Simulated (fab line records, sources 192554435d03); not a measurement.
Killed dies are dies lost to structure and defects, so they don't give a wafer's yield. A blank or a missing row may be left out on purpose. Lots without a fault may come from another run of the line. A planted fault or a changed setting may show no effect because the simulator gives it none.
A struck lot beside a sound one | flow n5_finfet | 37 steps out of a route of 1938
Sound: wafers L488.3, L488.4, L488.6. Struck: wafer L496.3. (L496.2 of the same lot was not struck and is left out.) The cause comes at the end.
At each step with rows: each side's tool, then ch and its chambers, then its first start. Under that, the readings that differ: sound wafers | struck wafers | difference of the means | sigmas: that difference in standard deviations of wafers without a fault.
alike: readings whose means differ by less than 2 such deviations, and words and numbers that are the same on both sides. not compared: withheld readings, readings that some wafer has no value for, bounds like >300 that may hide the same value, and numbers for which the record gives no deviation and whose values overlap.
The two part at a step that has a row with sigmas, a row that says differs or no value, or rows on one side only. Numbers that don't overlap but have no deviation are shown without sigmas and don't part them. A reading that every wafer of one side lacks parts them only if that side has two wafers or more.

first, 10 steps without rows for these wafers: N5_DUMMY_GATE_ETCH_44 (etches poly-Si in HBr/O2, stops on SiO2, target depth 127.5 nm); N5_DUMMY_GATE_ETCH_42 (etches SiO2 in CHF3/O2, target depth 3.5 nm, time 31 s); N5_DUMMY_GATE_STRIP_48 (strips in N2/H2, time 20 s); N5_DUMMY_GATE_PRECLEAN_33 (cleans in dHF, time 10 s); N5_DUMMY_GATE_PRECLEAN_25 (cleans in O3/DIW, time 45 s); N5_DUMMY_GATE_PRECLEAN_51 (cleans in SC2, time 45 s); N5_DUMMY_GATE_SRD_26 (time 30 s); N5_DUMMY_GATE_UV_OZONE_45 (time 120 s); N5_SPACER0_ALD_07 (deposits SiNx, target thk 2 nm); N5_SPACER0_ALD_00 (deposits SiOCN, target thk 3.5 nm, pulse time 3 s, purge time 2 s).
N5_SPACER0_ALD_08: deposits SiNx, target thk 2 nm.
  sound on ald_sin-01 ch 1,2, day 6 05:41; struck on ald_sin-01 ch 3, day 8 00:48
  reading                                  | sound | struck | difference | sigmas
  model.SiNx_of_SPACER0_ALD_08.thk_nm (nm) | 2 2 2 | 2.6    | +0.6       |
  alike: heater_power_w
then, 18 steps without rows for these wafers: N5_SD_EPI_N_COAT_32 (time 60 s, resist thk 350 nm); N5_SD_EPI_N_COAT_33 (time 60 s, resist thk 35 nm); N5_SD_EPI_N_COAT_03 (resist thk 150 nm); N5_SD_EPI_N_EBR_05; N5_SD_EPI_N_SOFTBAKE_04 (time 60 s); N5_SD_EPI_N_EXPOSE_06 (exposes mask SD N BLK, target cd 120 nm); N5_SD_EPI_N_PEB_07 (peb time 60 s); N5_SD_EPI_N_DEVELOP_08 (develop time 30 s); N5_SD_EPI_N_DESCUM_14 (chemistry O2, time 7.9 s); N5_SD_EPI_N_ETCH_34 (etches SiARC in CF4, target depth 45.5 nm, time 75.8 s); N5_SD_EPI_N_ETCH_35 (etches SOC in N2/H2, overetch 108 nm, time 486 s); N5_SD_EPI_N_STRIP_36 (strips in N2/H2); N5_SD_EPI_N_ETCHBACK_44 (etches SiNx in CH3F/O2, stops on SiO2, target depth 14.5 nm); N5_SD_EPI_N_ETCH_45 (etches SiOCN in CH3F/O2, target depth 6 nm); N5_SD_EPI_N_ETCH_16 (etches SiO2 in CHF3/O2, target depth 5 nm); N5_SD_EPI_N_STRIP_47 (strips in CHF3/O2); N5_SD_EPI_N_SD_RECESS_17 (chemistry HBr/Cl2/O2, target depth 41 nm, time 23.7 s, bt time 3 s); N5_SD_EPI_N_STRIP_38 (strips in N2/H2).
N5_SD_EPI_N_WET_ETCH_43: etches SiO2 in dHF, time 14 s, target depth 1.5 nm.
  sound on wet_bench-01 ch 1,2,7, day 6 07:53; struck on wet_bench-01 ch 5, day 8 02:29
  reading                                  | sound       | struck | difference | sigmas
  model.SiNx_of_SPACER0_ALD_08.thk_nm (nm) | 1.6 1.6 1.6 | 2.2    | +0.6       |
then, 5 steps without rows for these wafers: N5_SD_EPI_N_STRIP_18 (strips in SPM, time 750 s); N5_SD_EPI_N_SRD_20 (time 30 s); N5_SD_EPI_N_PRECLEAN_48 (cleans in NF3:NH3, afs cycles 2, time 20 s, sublimation time 60 s); N5_SD_EPI_N_VAPOR_ETCH_50 (etches Si in HCl, time 54 s); N5_SD_EPI_N_EPI_21 (deposits Si:P, time 690 s).
-- the record jumps here: 5 days lie between the struck wafers' starts before and after (it left off in module SD_EPI_N and takes up again in module BEOL_M4, whose first step shown is number 1111 of the route) --
N5_BEOL_M4_RC_MEAS_101:
  sound on prober-02 ch 0, day 10 23:05; struck on prober-01 ch 0, day 13 12:56
  reading         | sound             | struck | difference | sigmas
  DIBL_P (mV/V)   | 34.7 35.9 37.3    | 31.1   | -4.9       | -2
  IOFF_N (nA/um)  | 0.139 0.168 0.177 | 0.095  | -0.066     | -2
  IOFF_P (nA/um)  | 0.23 0.25 0.29    | 0.12   | -0.14      | -3
  ION_N (uA/um)   | 678 685 666       | 635    | -41        | -3
  ION_P (uA/um)   | 474 480 469       | 430    | -44        | -5
  REXT_N (ohm.um) | 74.1 73.2 74.0    | 85.9   | +12.1      | +7
  REXT_P (ohm.um) | 101.4 101.5 101.0 | 110.8  | +9.5       | +5
  VT_N (mV)       | 250 245 246       | 258    | +11        | +4
  VT_P (mV)       | -246 -245 -244    | -259   | -14        | -4
  alike: DIBL_N, SS_N, SS_P
-- the record jumps here: 4 days lie between the struck wafers' starts before and after (it left off in module BEOL_M4 and takes up again in module PASSIVATION, whose first step shown is number 1936 of the route) --
N5_PASSIVATION_PROBE_49:
  the record has rows for the struck wafers here (prober-02, day 17 20:30) and none for the sound ones

WHERE THEY PART
First at N5_BEOL_M4_RC_MEAS_101; last, within this record, at N5_PASSIVATION_PROBE_49.

WHY: what the simulator had put in
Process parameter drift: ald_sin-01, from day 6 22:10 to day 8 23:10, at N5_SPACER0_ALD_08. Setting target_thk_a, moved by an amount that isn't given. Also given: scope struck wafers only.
